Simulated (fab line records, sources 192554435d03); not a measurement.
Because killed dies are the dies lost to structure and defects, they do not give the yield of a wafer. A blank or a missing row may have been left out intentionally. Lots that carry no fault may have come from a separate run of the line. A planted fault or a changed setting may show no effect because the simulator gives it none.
Chamber matching | flow n5_finfet | rie_diel-02 running N5_BEOL_M7_DESCUM_16: 4 sister chambers
The step chemistry O2, time 7.9 s. 16 wafers are shown with their chamber, then 8 later ones without.

== WAFERS, EACH WITH ITS CHAMBER ==
wafer  | chamber | drypump_motor_current_A (A) | oes_product_au (a.u.) | throttle_valve_pct (%)
L075.2 | 3       | 5.9                         | 0.88                  | 20.43
L075.4 | 2       | 5.3                         | 0.90                  | 20.35
L075.6 | 0       | 6.6                         | 0.69                  | 20.42
L078.3 | 1       | 5.9                         | 0.73                  | 20.66
L078.4 | 2       | 5.2                         | 0.88                  | 20.35
L078.5 | 2       | 5.2                         | 0.90                  | 20.34
L074.1 | 2       | 5.2                         | 0.89                  | 20.36
L074.5 | 0       | 6.5                         | 0.69                  | 20.42
L074.6 | 1       | 5.9                         | 0.72                  | 20.67
L082.1 | 3       | 5.9                         | 0.86                  | 20.46
L082.2 | 1       | 5.9                         | 0.73                  | 20.67
L082.4 | 2       | 5.2                         | 0.88                  | 20.37
L083.1 | 2       | 5.2                         | 0.87                  | 20.39
L083.2 | 3       | 5.9                         | 0.86                  | 20.44
L083.4 | 0       | 6.5                         | 0.68                  | 20.45
L084.1 | 1       | 5.9                         | 0.74                  | 20.67

SIGNATURES (means of the wafers above)
reading                 | chamber 0 | chamber 1 | chamber 2 | chamber 3 | scatter within a chamber
drypump_motor_current_A | 6.533     | 5.900     | 5.217     | 5.900     | 0.0354
oes_product_au          | 0.6867    | 0.7300    | 0.8867    | 0.8667    | 0.0103
throttle_valve_pct      | 20.4300   | 20.6675   | 20.3600   | 20.4433   | 0.0151
Rule: a wafer lies at a distance from a chamber equal to the root of the sum of squares, over the readings, of (its reading less the chamber's mean, divided by the reading's scatter). If the next closest chamber is less than 2 further off than the closest, the wafer can't be placed; otherwise it belongs to the closest. How the scatter is found: for the shown wafers, subtract from each reading the mean of its chamber, square and add these, divide the total by (wafers less chambers), then take the root.

== WAFERS WITHOUT THEIR CHAMBER ==
wafer  | drypump_motor_current_A (A) | oes_product_au (a.u.) | throttle_valve_pct (%)
L084.2 | 5.3                         | 0.87                  | 20.39
L084.6 | 5.9                         | 0.86                  | 20.44
L088.2 | 6.6                         | 0.98                  | 20.09
L088.3 | 5.9                         | 0.84                  | 20.47
L088.5 | 5.2                         | 0.86                  | 20.40
L095.2 | 5.9                         | 0.82                  | 20.48
L095.3 | 6.5                         | 0.95                  | 20.10
L095.4 | 5.3                         | 0.84                  | 20.42

== WHICH CHAMBER EACH WENT THROUGH ==
wafer  | from the rows above | in truth
L084.2 | 2                   | 2
L084.6 | 3                   | 3
L088.2 | 3                   | 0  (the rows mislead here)
L088.3 | 3                   | 3
L088.5 | 2                   | 2
L095.2 | 3                   | 3
L095.3 | 3                   | 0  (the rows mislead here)
L095.4 | 2                   | 2
Placed correctly: 6 of 8. Left unplaced by these rows: 0. Number placed wrongly: 2.
